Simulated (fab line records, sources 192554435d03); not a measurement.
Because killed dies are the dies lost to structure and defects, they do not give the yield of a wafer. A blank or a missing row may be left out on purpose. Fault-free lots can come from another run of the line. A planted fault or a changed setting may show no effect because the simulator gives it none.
Chamber matching | flow n5_finfet | rie_diel-02 running N5_HKMG_FIN_ETCH_67: 4 sister chambers
The step etches SOC in N2/H2, stops on TiN, target depth 388.9 nm. 4 wafers are shown with their chamber, then 7 later ones without.

== WAFERS, EACH WITH ITS CHAMBER ==
wafer  | chamber | showerhead_plenum_p_Torr (Torr)
L083.2 | 2       | 2.67
L083.4 | 1       | 2.41
L089.3 | 3       | 2.60
L089.5 | 0       | 2.43

== WAFERS MISSING THEIR CHAMBER ==
wafer  | showerhead_plenum_p_Torr (Torr)
L089.6 | 2.66
L097.1 | 2.60
L097.2 | 2.65
L097.3 | 2.42
L097.4 | 2.72
L097.5 | 2.60
L097.6 | 2.65

== WHICH CHAMBER EACH ONE RAN IN ==
wafer  | from the rows above     | in truth
L089.6 | 2                       | 2
L097.1 | 3                       | 3
L097.2 | can't be placed: 2 or 3 | 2
L097.3 | can't be placed: 1 or 0 | 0
L097.4 | 2                       | 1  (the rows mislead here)
L097.5 | 3                       | 3
L097.6 | can't be placed: 2 or 3 | 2
Correct placement for 3 of the 7. Cannot be placed on the basis of these rows: 3; the candidates contain the true chamber in 3. Number placed wrongly: 1.
How it was worked out, from the rows above alone: a wafer's distance from a chamber is the root of the sum, over the readings, of the square of ((its reading less the chamber's mean) divided by the reading's scatter). If the next closest chamber is less than 2 further off than the closest, the wafer can't be placed; otherwise it belongs to the closest. Each chamber's mean is taken over the wafers shown for it. The scatter: root of mean squared gap, hidden wafer to nearest shown wafer, with one shown wafer a chamber.
